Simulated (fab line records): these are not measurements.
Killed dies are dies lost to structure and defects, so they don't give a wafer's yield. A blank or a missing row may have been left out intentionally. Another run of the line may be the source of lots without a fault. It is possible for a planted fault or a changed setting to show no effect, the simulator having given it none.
fab line records	flow n5-finfet
record lots=6	wafers=18	last-day=17
route steps=1938 shown BEOL_M4@1088 BEOL_M5@1112 PASSIVATION@1936
lots that met no fault: taken from a fault-free run of the same line
start-h: hours from the record's opening day to when the first of the lot's shown wafers began	wait-h: hours elapsed since this lot's preceding step	" the same as in the row above	L1.1+2: a single row standing in for several wafers	- either no value or no given start	* or withheld: withheld	< > ~ a bound
route shown NAME@n: a module of which the file shows steps, and the number in the route of the first	usual: mean/standard deviation taken from wafers without a fault	same: alike in all rows	chamber/n: place in a boat	sites: the reading at each site	_std_site: the values' standard deviation	_edge_site: outer sites' mean less inner sites'	radius-mm: for every site, how far away it sits from the centre of the wafer	mask NAME#n: copy n	behind: the tool/chamber that last shaped the wafer	hold: reason for holding the lot/hours on hold/outcome of the hold	device: the transistor (n, p or np) that didn't switch	end of line: the same wafers' tests at the end of the route	where a step has no rows: the recipe by itself	killed: the dies lost at the first sort to structure and to defects; this is not the yield of the wafer	map: per-die view of a wafer (x killed, . not killed, _ where there is no die)
set.NAME: the setting the step ran with; set.NAME@STEP: the setting that earlier step ran with	model.NAME: the simulator's own value behind a step, which no gauge read
a table for each step, a row for each wafer; lots at some steps of the route
services: from which hour (start-h, from the record's first day; less than 0 if before it) a tool's chamber was out of use, for how many hours, and why
## steps
# step N5_BEOL_M4_SPUTTER_81
# recipe material=Cu	target-thk-a=45	temp-c=-20	chamber-pressure-pa=0.07	power-w=withheld	time-s=8.29
# step N5_BEOL_M4_ANNEAL_82
# recipe temp-c=400	time-s=240	ambient=vacuum
# usual heater-power-w=785/87
lot.wafer	tool	chamber	start-h	wait-h	heater-power-w
L363.1	pvd-sputter-02	-	206.77	0.0	780
L363.3	"	-	"	"	733
L363.5	"	-	"	"	946
L364.4	pvd-sputter-02	-	213.78	0.0	762
L364.5	"	-	"	"	957
L364.6	"	-	"	"	771
L365.1	pvd-sputter-02	-	234.89	0.0	738
L365.4	"	-	"	"	694
L365.5	"	-	"	"	719
L371.2	pvd-sputter-01	-	266.64	0.0	655
L371.3	"	-	"	"	867
L371.6	"	-	"	"	699
L376.2	pvd-sputter-01	-	294.13	0.0	850
L376.3	"	-	"	"	683
L376.6	"	-	"	"	673
L377.1	pvd-sputter-03	-	312.17	0.0	799
L377.3	"	-	"	"	758
L377.6	"	-	"	"	819
# step N5_BEOL_M4_SPUTTER_86
# recipe material=Cu	target-thk-a=45	temp-c=-20	chamber-pressure-pa=0.07	power-w=withheld	time-s=8.29
# usual chamber-pressure-pa=0.07001/0.00015	throttle-valve-pct=30.1/0.73
lot.wafer	tool	chamber	start-h	wait-h	chamber-pressure-pa	throttle-valve-pct
L363.1	pvd-sputter-02	-	206.91	0.1	0.07	30.8
L363.3	"	-	"	"	0.07007	31.1
L363.5	"	-	"	"	0.07021	29.0
L364.4	pvd-sputter-02	-	213.92	0.1	0.06957	30.6
L364.5	"	-	"	"	0.06976	29.3
L364.6	"	-	"	"	0.0698	30.7
L365.1	pvd-sputter-02	-	235.03	0.1	0.06991	31.2
L365.4	"	-	"	"	0.06998	29.1
L365.5	"	-	"	"	0.0698	29.1
L371.2	pvd-sputter-01	-	266.78	0.1	0.07007	30.0
L371.3	"	-	"	"	0.06982	30.5
L371.6	"	-	"	"	0.07013	30.3
L376.2	pvd-sputter-01	-	294.27	0.1	0.07014	30.3
L376.3	"	-	"	"	0.07009	30.0
L376.6	"	-	"	"	0.0701	30.0
L377.1	pvd-sputter-03	-	312.31	0.1	0.07033	31.3
L377.3	"	-	"	"	0.07011	30.3
L377.6	"	-	"	"	0.06999	29.9
# step N5_BEOL_M4_ANNEAL_87
# recipe temp-c=400	time-s=240	ambient=vacuum
# step N5_BEOL_M4_SPUTTER_88
# recipe material=Cu	target-thk-a=45	temp-c=-20	chamber-pressure-pa=0.07	power-w=withheld	time-s=8.29
# step N5_BEOL_M4_ANNEAL_89
# recipe temp-c=400	time-s=240	ambient=vacuum
# step N5_BEOL_M4_SPUTTER_90
# recipe material=Cu	target-thk-a=45	temp-c=-20	chamber-pressure-pa=0.07	power-w=withheld	time-s=8.29
# usual chamber-pressure-pa=0.07/0.00012	throttle-valve-pct=30.1/0.72
lot.wafer	tool	chamber	start-h	wait-h	chamber-pressure-pa	throttle-valve-pct
L363.1	pvd-sputter-02	-	207.35	0.1	0.07	30.5
L363.3	"	-	"	"	0.07013	31.2
L363.5	"	-	"	"	0.06985	29.0
L364.4	pvd-sputter-02	-	214.36	0.1	0.06993	30.9
L364.5	"	-	"	"	0.06995	29.4
L364.6	"	-	"	"	0.07008	30.8
L365.1	pvd-sputter-02	-	235.47	0.1	0.07018	31.1
L365.4	"	-	"	"	0.0699	29.2
L365.5	"	-	"	"	0.07019	29.1
L371.2	pvd-sputter-01	-	267.22	0.1	0.07	30.1
L371.3	"	-	"	"	0.07005	30.3
L371.6	"	-	"	"	0.07003	30.4
L376.2	pvd-sputter-01	-	294.71	0.1	0.06996	30.6
L376.3	"	-	"	"	0.07028	29.8
L376.6	"	-	"	"	0.06999	29.9
L377.1	pvd-sputter-03	-	312.75	0.1	0.07001	30.9
L377.3	"	-	"	"	0.07007	30.2
L377.6	"	-	"	"	0.06986	29.7
# step N5_BEOL_M4_ANNEAL_91
# recipe temp-c=400	time-s=240	ambient=vacuum
# usual heater-power-w=785/88
lot.wafer	tool	chamber	start-h	wait-h	heater-power-w
L363.1	pvd-sputter-02	-	207.43	0.0	790
L363.3	"	-	"	"	716
L363.5	"	-	"	"	966
L364.4	pvd-sputter-02	-	214.44	0.0	773
L364.5	"	-	"	"	955
L364.6	"	-	"	"	781
L365.1	pvd-sputter-02	-	235.55	0.0	750
L365.4	"	-	"	"	699
L365.5	"	-	"	"	700
L371.2	pvd-sputter-01	-	267.30	0.0	657
L371.3	"	-	"	"	878
L371.6	"	-	"	"	691
L376.2	pvd-sputter-01	-	294.79	0.0	895
L376.3	"	-	"	"	656
L376.6	"	-	"	"	680
L377.1	pvd-sputter-03	-	312.83	0.0	791
L377.3	"	-	"	"	768
L377.6	"	-	"	"	791
# step N5_BEOL_M4_SPUTTER_92
# recipe material=Cu	target-thk-a=45	temp-c=-20	chamber-pressure-pa=0.07	power-w=withheld	time-s=8.29
# step N5_BEOL_M4_ANNEAL_93
# recipe temp-c=400	time-s=240	ambient=vacuum
# step N5_BEOL_M4_SPUTTER_94
# recipe material=Cu	target-thk-a=45	temp-c=-20	chamber-pressure-pa=0.07	power-w=withheld	time-s=8.29
# usual chamber-pressure-pa=0.07/0.00014	throttle-valve-pct=30.0/0.72
lot.wafer	tool	chamber	start-h	wait-h	chamber-pressure-pa	throttle-valve-pct
L363.1	pvd-sputter-02	-	207.79	0.1	0.06983	30.7
L363.3	"	-	"	"	0.06995	31.1
L363.5	"	-	"	"	0.07003	29.5
L364.4	pvd-sputter-02	-	214.80	0.1	0.07022	30.8
L364.5	"	-	"	"	0.06987	29.5
L364.6	"	-	"	"	0.07004	31.0
L365.1	pvd-sputter-02	-	235.91	0.1	0.07002	30.9
L365.4	"	-	"	"	0.0701	29.3
L365.5	"	-	"	"	0.06991	29.2
L371.2	pvd-sputter-01	-	267.66	0.1	0.0701	30.0
L371.3	"	-	"	"	0.06991	30.3
L371.6	"	-	"	"	0.07005	29.9
L376.2	pvd-sputter-01	-	295.15	0.1	0.07015	30.5
L376.3	"	-	"	"	0.06997	29.9
L376.6	"	-	"	"	0.06976	29.5
L377.1	pvd-sputter-03	-	313.19	0.1	0.0698	31.0
L377.3	"	-	"	"	0.06966	30.2
L377.6	"	-	"	"	0.06996	29.8
# step N5_BEOL_M4_ANNEAL_95
# recipe temp-c=400	time-s=240	ambient=vacuum
# step N5_BEOL_M4_SPUTTER_96
# recipe material=Cu	target-thk-a=45	temp-c=-20	chamber-pressure-pa=0.07	power-w=withheld	time-s=8.29
# usual chamber-pressure-pa=0.06999/0.00013	throttle-valve-pct=30.0/0.74
lot.wafer	tool	chamber	start-h	wait-h	chamber-pressure-pa	throttle-valve-pct
L363.1	pvd-sputter-02	-	208.01	0.1	0.06992	30.8
L363.3	"	-	"	"	0.06977	30.9
L363.5	"	-	"	"	0.06995	29.1
L364.4	pvd-sputter-02	-	215.02	0.1	0.07	30.5
L364.5	"	-	"	"	0.07005	29.3
L364.6	"	-	"	"	0.06996	30.8
L365.1	pvd-sputter-02	-	236.13	0.1	0.06994	31.1
L365.4	"	-	"	"	0.06981	29.2
L365.5	"	-	"	"	0.06985	29.3
L371.2	pvd-sputter-01	-	267.88	0.1	0.07002	30.1
L371.3	"	-	"	"	0.06981	30.4
L371.6	"	-	"	"	0.06994	29.9
L376.2	pvd-sputter-01	-	295.37	0.1	0.06998	30.5
L376.3	"	-	"	"	0.06987	30.0
L376.6	"	-	"	"	0.06982	30.1
L377.1	pvd-sputter-03	-	313.41	0.1	0.06983	31.2
L377.3	"	-	"	"	0.07013	30.5
L377.6	"	-	"	"	0.06984	29.7
# step N5_BEOL_M4_ECD_50
# recipe material=Cu	target-thk-a=3000
# step N5_BEOL_M4_ANNEAL_51
# recipe temp-c=225	time-s=90	ambient=N2
# step N5_BEOL_M4_CMP_52
# recipe stop-on=SiOC	t-overpolish-s=6.8	down-force-psi=1	platen-rpm=50	clearing-platen-down-force-psi=1.5	clearing-platen-rpm=50	post-cmp-clean=cu-alkaline	target-thk-nm=40	clearing-platen-pad-velocity-m-s=0.99484	pad-velocity-m-s=0.99484
# step N5_BEOL_M4_PRE_CLEAN_60
# recipe gas=NH3/H2	time-s=15	temp-c=*	rf-power-w=300
# step N5_BEOL_M4_CO_CAP_55
# recipe material=Co	target-thk-a=20	temp-c=200	precursor=CCTBA/H2	pressure-torr=30	time-s=102.1
# step N5_BEOL_M4_PRE_CLEAN_56
# recipe gas=NH3	time-s=15	temp-c=withheld	rf-power-w=300
# step N5_BEOL_M4_DEP_57
# recipe material=SiCN	target-thk-a=80	temp-c=withheld	precursor=3MS/NH3	pressure-torr=3	rf-w=202	time-s=14
# step N5_BEOL_M4_RS_MEAS_58
# recipe thk-meas-gauge=four-point-probe	reads=Co_of_BEOL_M4_CO_CAP_55+Cu_of_BEOL_M4_ECD_50+Co_of_BEOL_M4_CVD_47+TaN_of_BEOL_M4_ALD_84
# usual M4_RS=0.66/0.036
lot.wafer	tool	chamber	start-h	wait-h	M4_RS[ohm/sq]
L363.1	film-metro-01	-	209.15	0.0	0.68
L363.3	"	-	"	"	0.68
L363.5	"	-	"	"	0.70
L364.4	film-metro-01	-	216.07	0.0	0.64
L364.5	"	-	"	"	0.68
L364.6	"	-	"	"	0.62
L365.1	film-metro-02	-	237.19	0.0	0.63
L365.4	"	-	"	"	0.70
L365.5	"	-	"	"	0.68
L371.2	film-metro-02	-	269.32	0.1	0.72
L371.3	"	-	"	"	0.67
L371.6	"	-	"	"	0.72
L376.2	film-metro-01	-	296.54	0.1	0.72
L376.3	"	-	"	"	0.70
L376.6	"	-	"	"	0.64
L377.1	film-metro-02	-	314.46	0.0	0.69
L377.3	"	-	"	"	0.71
L377.6	"	-	"	"	0.69
# step N5_BEOL_M4_RC_MEAS_101
# usual DIBL_N=36.8/1.5	DIBL_P=37.1/2.1	IOFF_N=0.168/0.03	IOFF_P=0.22/0.034	ION_N=679/12	ION_P=466/8	SS_N=71.7/0.58	SS_P=73.5/0.67	VT_N=248.8/2.7	VT_P=-250/3.3
lot.wafer	tool	chamber	start-h	wait-h	DIBL_N[mV/V]	DIBL_P[mV/V]	IOFF_N[nA/um]	IOFF_P[nA/um]	ION_N[uA/um]	ION_P[uA/um]	SS_N[mV/dec]	SS_P[mV/dec]	VT_N[mV]	VT_P[mV]
L363.1	prober-01	0	209.20	0.0	36.1	35.1	0.153	0.15	668	446	71.9	73.0	251.3	-255
L363.3	"	0	"	"	36.7	36.8	0.161	0.19	680	456	71.6	73.4	250.4	-256
L363.5	"	0	"	"	35.4	36.2	0.139	0.17	661	450	71.1	72.7	250.4	-256
L364.4	prober-02	0	216.58	0.5	36.7	38.2	0.169	0.20	673	459	71.4	73.1	248.1	-253
L364.5	"	0	"	"	37.8	39.3	0.189	0.22	680	461	71.5	74.2	245.8	-251
L364.6	"	0	"	"	37.0	37.7	0.177	0.21	681	458	71.6	73.9	248.0	-252
L365.1	prober-01	0	237.24	0.0	36.7	34.8	0.153	0.19	673	458	71.5	73.8	249.5	-255
L365.4	"	0	"	"	34.9	34.6	0.138	0.19	665	457	70.9	73.4	250.2	-254
L365.5	"	0	"	"	35.7	34.3	0.158	0.18	678	457	71.0	73.2	247.7	-254
L371.2	prober-01	0	269.53	0.2	35.7	37.3	0.140	0.22	669	465	71.0	73.1	252.1	-249
L371.3	"	0	"	"	37.0	36.8	0.149	0.20	669	455	71.8	73.3	252.0	-251
L371.6	"	0	"	"	37.8	39.1	0.178	0.24	679	470	71.1	74.2	249.1	-249
L376.2	prober-02	0	296.74	0.2	38.0	37.6	0.201	0.27	688	467	72.2	73.3	247.5	-246
L376.3	"	0	"	"	34.4	33.6	0.137	0.19	673	464	71.1	72.2	249.0	-251
L376.6	"	0	"	"	37.1	36.5	0.189	0.25	692	475	71.8	73.0	245.8	-245
L377.1	prober-01	0	314.51	0.0	36.6	37.8	0.161	0.24	677	472	71.6	73.3	247.9	-245
L377.3	"	0	"	"	37.6	37.9	0.165	0.24	670	466	71.9	74.0	251.3	-247
L377.6	"	0	"	"	36.5	36.5	0.147	0.22	673	466	71.4	73.2	250.9	-251
# step N5_BEOL_M5_ILD_DEP_00
# recipe material=SiCOH_lowk	target-thk-a=1406.4	temp-c=300	precursor=DEMS/porogen	pressure-torr=5	rf-w=500	time-s=25.9
# step N5_BEOL_M5_CURE_79
# recipe temp-c=385	time-s=240	ambient=He/Ar	material=SiCOH_lowk
# step N5_BEOL_M5_THK_MEAS_01
# recipe reads=SiCOH_lowk_of_BEOL_M5_ILD_DEP_00
# usual M5_ILD_THK=120.9/1.8
lot.wafer	tool	chamber	start-h	wait-h	M5_ILD_THK[nm]
L363.1	film-metro-01	-	210.74	0.4	122.0
L363.3	"	-	"	"	120.3
L363.5	"	-	"	"	122.3
L364.4	film-metro-02	-	217.66	0.2	122.7
L364.5	"	-	"	"	121.7
L364.6	"	-	"	"	120.8
L365.1	film-metro-01	-	238.77	0.4	116.4
L365.4	"	-	"	"	117.9
L365.5	"	-	"	"	120.0
L371.2	film-metro-02	-	270.94	0.4	120.5
L371.3	"	-	"	"	118.4
L371.6	"	-	"	"	124.1
L376.2	film-metro-02	-	298.20	0.4	120.2
L376.3	"	-	"	"	119.8
L376.6	"	-	"	"	119.7
L377.1	film-metro-01	-	317.49	1.6	119.7
L377.3	"	-	"	"	121.5
L377.6	"	-	"	"	123.1
# step N5_BEOL_M5_PECVD_70
# recipe material=SiO2	target-thk-a=160	temp-c=400	precursor=TEOS/O2	pressure-torr=5.5	rf-w=450	teos-flow-sccm=53.8	gas=O2	flow-sccm=3000	time-s=18
# step N5_BEOL_M5_HM_DEP_02
# recipe material=TiN	target-thk-a=200	temp-c=25	chamber-pressure-pa=0.49996
# step N5_BEOL_M5_COAT_59
# recipe resist=SOC	temp-c=250	time-s=60	spin-rpm=1500	resist-thk-nm=60
# step N5_BEOL_M5_COAT_60
# recipe resist=SiARC	temp-c=220	time-s=60	spin-rpm=1500	resist-thk-nm=12
# step N5_BEOL_M5_COAT_71
# recipe resist=underlayer	temp-c=205	time-s=60	spin-rpm=1500	resist-thk-nm=5
# step N5_BEOL_M5_COAT_05
# recipe resist=CAR-EUV	spin-rpm=1500	resist-thk-nm=30
# step N5_BEOL_M5_EBR_07
# recipe solvent=PGMEA	ebr-width-mm=1.5
# step N5_BEOL_M5_SOFTBAKE_06
# recipe temp-c=110	time-s=60	resist=CAR-EUV
# step N5_BEOL_M5_EXPOSE_08
# recipe mask-id=M5	na=0.33	source-shape=annular	sigma-inner=0.4	sigma-outer=0.8	polarization=unpolarized	target-cd-nm=28	dose-mj=35.75
# step N5_BEOL_M5_PEB_09
# recipe peb-temp-c=100	peb-time-s=60	resist=CAR-EUV
# step N5_BEOL_M5_DEVELOP_10
# recipe develop-time-s=30	developer=TMAH	resist=CAR-EUV	rinse-liquid=surfactant-rinse	dry=air-spin	dev-temp-c=23
# step N5_BEOL_M5_CD_MEAS_11
# recipe target-cd-nm=27.74	landing-energy-ev=500	detector=se-inlens
# usual cd-nm=28.10/0.26
lot.wafer	tool	chamber	start-h	wait-h	cd-nm
L363.1	cd-sem-02	0	211.53	-	27.82
L363.3	"	0	"	"	27.68
L363.5	"	0	"	"	28.30
L364.4	cd-sem-02	0	218.72	-	28.13
L364.5	"	0	"	"	28.24
L364.6	"	0	"	"	28.22
L365.1	cd-sem-02	0	240.19	-	28.44
L365.4	"	0	"	"	28.36
L365.5	"	0	"	"	28.31
L371.2	cd-sem-02	0	272.41	-	28.26
L371.3	"	0	"	"	27.81
L371.6	"	0	"	"	27.77
L376.2	cd-sem-02	0	298.74	-	27.89
L376.3	"	0	"	"	27.85
L376.6	"	0	"	"	27.87
L377.1	cd-sem-01	0	318.16	-	28.20
L377.3	"	0	"	"	28.43
L377.6	"	0	"	"	28.34
# step N5_BEOL_M5_OVL_MEAS_12
# recipe points-per-wafer=522
# usual M5_OVL=0.3/0.74
lot.wafer	tool	chamber	start-h	wait-h	M5_OVL[nm]
L363.1	overlay-01	0	211.56	0.0	0.2
L363.3	"	0	"	"	0.0
L363.5	"	0	"	"	0.4
L364.4	overlay-01	0	218.76	0.0	-1.1
L364.5	"	0	"	"	1.6
L364.6	"	0	"	"	-0.3
L365.1	overlay-02	0	240.22	0.0	0.5
L365.4	"	0	"	"	0.0
L365.5	"	0	"	"	-0.2
L371.2	overlay-01	0	272.44	0.0	0.2
L371.3	"	0	"	"	1.5
L371.6	"	0	"	"	1.6
L376.2	overlay-01	0	298.77	0.0	0.8
L376.3	"	0	"	"	0.4
L376.6	"	0	"	"	1.0
L377.1	overlay-02	0	318.19	0.0	-0.1
L377.3	"	0	"	"	0.6
L377.6	"	0	"	"	0.2
# step N5_BEOL_M5_DESCUM_16
# recipe chemistry=O2	time-s=7	source-power-w=50	bias-power-w=20	pressure-mtorr=20	rf-frequency-hz=2.712e+07	temp-c=40	resist=CAR-EUV	o2-flow-sccm=225
# step N5_PASSIVATION_PROBE_49
# usual defect-limited-yield=91.0/1.5	killed_at_M0_to_M3=34/11	killed_at_M4_up=14/5.3	killed-at-contacts=13/7	killed-at-front-end=41/13	killed-at-other=4/3.1	killed-dies=106/17	killed-on-rim=14/3.9	killed-open=70/12	killed-short=35/8	sort_bin_5_function=5.2/0.98	sort_bin_6_memory=3.4/0.69	sort-n-pass=1074/17	sort-yield-pct=91.0/1.5
# same gross-dies=1180	killed-at-back-side=0	sort_bin_4_leakage[%]=0	sort_bin_8_speed[%]=0
lot.wafer	tool	chamber	start-h	wait-h	defect-limited-yield[%]	killed_at_M0_to_M3	killed_at_M4_up	killed-at-contacts	killed-at-front-end	killed-at-other	killed-dies	killed-on-rim	killed-open	killed-short	sort_bin_5_function[%]	sort_bin_6_memory[%]	sort-n-pass	sort-yield-pct[%]
L363.1	prober-01	-	302.51	0.0	91.4	42	12	6	40	2	102	16	63	38	4.8	3.6	1078	91.4
L363.3	prober-01	-	302.61	0.1	91.9	41	6	11	34	4	96	8	56	39	4.7	3.4	1084	91.9
L363.5	prober-01	-	302.71	0.2	93.2	29	23	10	18	0	80	10	53	26	3.9	2.4	1100	93.2
L364.4	prober-01	-	318.06	0.2	82.5	43	76	11	73	4	207	35	98	33	9.7	4.7	973	82.5
L364.5	prober-01	-	318.11	0.2	80.8	42	134	6	43	1	226	23	65	34	11.6	4.9	954	80.8
L364.6	prober-01	-	318.16	0.3	83.6	38	89	8	57	2	194	31	75	39	9.6	4.2	986	83.6
L365.1	prober-02	-	339.59	0.0	83.6	14	110	15	51	4	194	32	54	38	9.9	3.9	986	83.6
L365.4	prober-02	-	339.74	0.2	86.1	19	68	9	59	9	164	25	72	32	8.7	3.4	1016	86.1
L365.5	prober-02	-	339.79	0.2	86.9	23	67	15	48	2	155	33	59	33	8.2	2.7	1025	86.9
L371.2	prober-02	-	377.21	0.1	91.5	38	14	16	31	1	100	12	59	41	4.0	3.6	1080	91.5
L371.3	prober-02	-	377.26	0.1	92.8	32	7	16	28	2	85	7	61	23	3.7	3.1	1095	92.8
L371.6	prober-02	-	377.41	0.3	91.1	41	11	19	32	2	105	15	72	33	4.9	3.6	1075	91.1
# killed by level:class
L363.1 STI_FIN_REVEAL:geometric-particle:open=11 BEOL_M0_SAQP:geometric-particle:open=10 BEOL_M0_SAQP:geometric-particle:short=8 FIN_SAQP:geometric-particle:open=7 BEOL_M1:geometric-particle:open=7 MOL_CONTACT_COAG:geometric-particle:open=5 BEOL_M2:geometric-particle:open=5 STI_FIN_REVEAL:geometric-particle:short=4
L363.3 BEOL_M0_SAQP:geometric-particle:open=11 BEOL_M0_SAQP:geometric-particle:short=10 FIN_SAQP:geometric-particle:short=9 MOL_CONTACT_COAG:geometric-particle:open=7 BEOL_M1:geometric-particle:open=7 STI_FIN_REVEAL:geometric-particle:open=5 MOL_CONTACT_COAG:geometric-particle:short=4 BEOL_M0:geometric-particle:open=4
L363.5 BEOL_M4:geometric-particle:open=15 BEOL_M0_SAQP:geometric-particle:short=8 BEOL_M1:geometric-particle:open=8 MOL_CONTACT_COAG:geometric-particle:open=7 BEOL_M3:geometric-particle:open=4 GATE_CUT:geometric-particle:short=3 MOL_CONTACT_COAG:geometric-particle:short=3 BEOL_M2:geometric-particle:open=3
L364.4 BEOL_M4:unspecified=71 FIN_SAQP:geometric-particle:open=22 STI_FIN_REVEAL:geometric-particle:open=16 BEOL_M0_SAQP:geometric-particle:short=13 BEOL_M0_SAQP:geometric-particle:open=11 MOL_CONTACT_COAG:geometric-particle:open=10 FIN_SAQP:geometric-particle:short=7 BEOL_M2:geometric-particle:open=7
L364.5 BEOL_M4:unspecified=125 FIN_SAQP:geometric-particle:open=14 BEOL_M0_SAQP:geometric-particle:open=11 BEOL_M0_SAQP:geometric-particle:short=11 BEOL_M2:geometric-particle:short=8 BEOL_M2:geometric-particle:open=8 STI_FIN_REVEAL:geometric-particle:open=5 DUMMY_GATE:geometric-particle:open=4
L364.6 BEOL_M4:unspecified=80 STI_FIN_REVEAL:geometric-particle:open=12 FIN_SAQP:geometric-particle:short=9 BEOL_M0_SAQP:geometric-particle:open=9 BEOL_M0_SAQP:geometric-particle:short=8 FIN_SAQP:geometric-particle:open=7 DUMMY_GATE:geometric-particle:open=7 GATE_CUT:geometric-particle:open=7
L365.1 BEOL_M4:unspecified=97 STI_FIN_REVEAL:geometric-particle:open=20 FIN_SAQP:geometric-particle:short=11 MOL_CONTACT_COAG:geometric-particle:open=11 STI_FIN_REVEAL:geometric-particle:short=7 BEOL_M0_SAQP:geometric-particle:short=6 FIN_SAQP:geometric-particle:open=4 MOL_CONTACT_COAG:geometric-particle:short=4
L365.4 BEOL_M4:unspecified=59 STI_FIN_REVEAL:geometric-particle:open=20 FIN_SAQP:geometric-particle:short=11 FIN_SAQP:geometric-particle:open=7 MOL_CONTACT_COAG:geometric-particle:open=6 BEOL_M0_SAQP:geometric-particle:short=6 GATE_CUT:geometric-particle:open=5 STI_FIN_REVEAL:geometric-particle:short=4
L365.5 BEOL_M4:unspecified=62 STI_FIN_REVEAL:geometric-particle:open=14 FIN_SAQP:geometric-particle:open=12 MOL_CONTACT_COAG:geometric-particle:open=10 FIN_SAQP:geometric-particle:short=5 MOL_CONTACT_COAG:geometric-particle:short=5 BEOL_M0_SAQP:geometric-particle:open=5 BEOL_M0_SAQP:geometric-particle:short=5
L371.2 MOL_CONTACT_COAG:geometric-particle:open=14 BEOL_M2:geometric-particle:open=14 FIN_SAQP:geometric-particle:short=12 BEOL_M0_SAQP:geometric-particle:open=5 BEOL_M3:geometric-particle:open=5 BEOL_M4:geometric-particle:open=5 BEOL_M4:geometric-particle:short=5 FIN_SAQP:geometric-particle:open=4
L371.3 MOL_CONTACT_COAG:geometric-particle:open=15 BEOL_M2:geometric-particle:open=15 BEOL_M4:geometric-particle:open=5 FIN_SAQP:geometric-particle:short=4 STI_FIN_REVEAL:geometric-particle:open=4 GATE_CUT:geometric-particle:short=4 BEOL_M2:geometric-particle:short=4 STARTING-WAFER:geometric-particle:open=4
L371.6 MOL_CONTACT_COAG:geometric-particle:open=17 BEOL_M2:geometric-particle:open=12 BEOL_M0_SAQP:geometric-particle:short=7 BEOL_M2:geometric-particle:short=6 BEOL_M0:geometric-particle:open=6 STARTING-WAFER:geometric-particle:open=6 FIN_SAQP:geometric-particle:short=5 FIN_SAQP:geometric-particle:open=4
# map L364.5 (x killed, . not)
_________________............________________
______________....x......xx....._____________
___________........................__________
__________.......x....x............x_________
________........x.x......x...x...x...._______
_______...................x.........xxx______
______...............x.................._____
_____..x.x......................x.xx.....____
____.......x...x.x....xx..x...x...........___
___x.............x........x.......x.x.....x__
___...........x..x.x.x...x......x....x....x__
__........x................................._
__..................x.........x............._
_.x..x.....x...............xx.....x.xx.......
_.......x........x...........................
_.....x.xxxx....x..x.....x.......xx..........
_..x.xxxxxxx.x........x......................
_xxxxxxxxxxxx................x.....x.........
_xxxxxxxxxxxxx...xx...............x.....x....
_xxxxxxxxxxxxxxxx....x.........x.............
_.xxxxxxxxxxxxx....x..............x.........x
__xxxxxxxxxxxxx...x.x...x..........x........_
__xxxxxxxxxxxxx...............x....x........_
___.xxxxxxxxx.x............................__
___xxxxx.xx......x...............x..x..x...__
____xxxxxxx.xx...........x......x....x....___
_____..xxx...x...............xx...x......____
______.....x..........x.............x.x._____
_______..............................x.______
________....................x........._______
__________...............xx........._________
___________..........x.....x.x.....__________
______________x...x............._____________
_________________..x.........________________
# map L365.1 (x killed, . not)
_________________............________________
______________xx.....x........x._____________
___________xxxx..x..x......xx...x..__________
__________xxxxxxxx................x._________
________xxxxxxxx.x...................._______
_______xxxxxxxxx.x.....................______
______xxxxxxxxxxxx.xx..................._____
_____xxxxxxxxxxxxx.................x.x..x____
____x.xxxxxxxxxxx......................x..___
___x..xxxxxxxx.xxx........x........x.x.....__
___...xxxxx.xx.xxx..x......................__
__.....x...x..x...x...........x............._
__........x.x.x....................x........_
_....x.x..............x..........x...........
_....x...x......x......x............x......x.
_.....x................x....x...x......x....x
_........x....................xx............x
_........x...................................
_........x...........x........x.x........xx..
_..................x..xx.....................
_...............xx.......................x...
__.....x.........x..........x..............._
__..............x.........x.x...x..........._
___..............................x.x.......__
___x..............................x........__
____....x..............x.........x........___
_____.........x..........x.........x.....____
______....x.x.............x......x......_____
_______.x...x..xx.....x............xx..______
________.......x......................_______
__________................xx...x.x.._________
___________..........xx.x......x...__________
______________....x..........x.x_____________
_________________x.x.........________________
## services
tool	chamber	start-h	hours	kind
pvd-sputter-02	-	288.44	40.3	repair
## key
first-sign step=N5_PASSIVATION_PROBE_49	reading=killed_at_M4_up	direction=up	sigmas=15	usual=14	struck=91
effect step=N5_PASSIVATION_PROBE_49	reading=defect-limited-yield	direction=down	sigmas=4.8	usual=91.0	struck=83.9
more-kills-born-at N5_BEOL_M4_SPUTTER_96@pvd-sputter-02=493
met-at N5_BEOL_M4_SPUTTER_96
struck-wafers L364.4,L364.5,L364.6,L365.1,L365.4,L365.5
onset-between 208.01 215.02
also-fits N5_BEOL_M4_ANNEAL_82:pvd-sputter-02,N5_BEOL_M4_SPUTTER_86:pvd-sputter-02,N5_BEOL_M4_SPUTTER_90:pvd-sputter-02,N5_BEOL_M4_ANNEAL_91:pvd-sputter-02
fault kind=chamber-particle-source	tool=pvd-sputter-02	chamber=-	onset-h=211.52	steps=N5_BEOL_M4_SPUTTER_96	rate-per-visit-cm2=0.98118	end-h=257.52
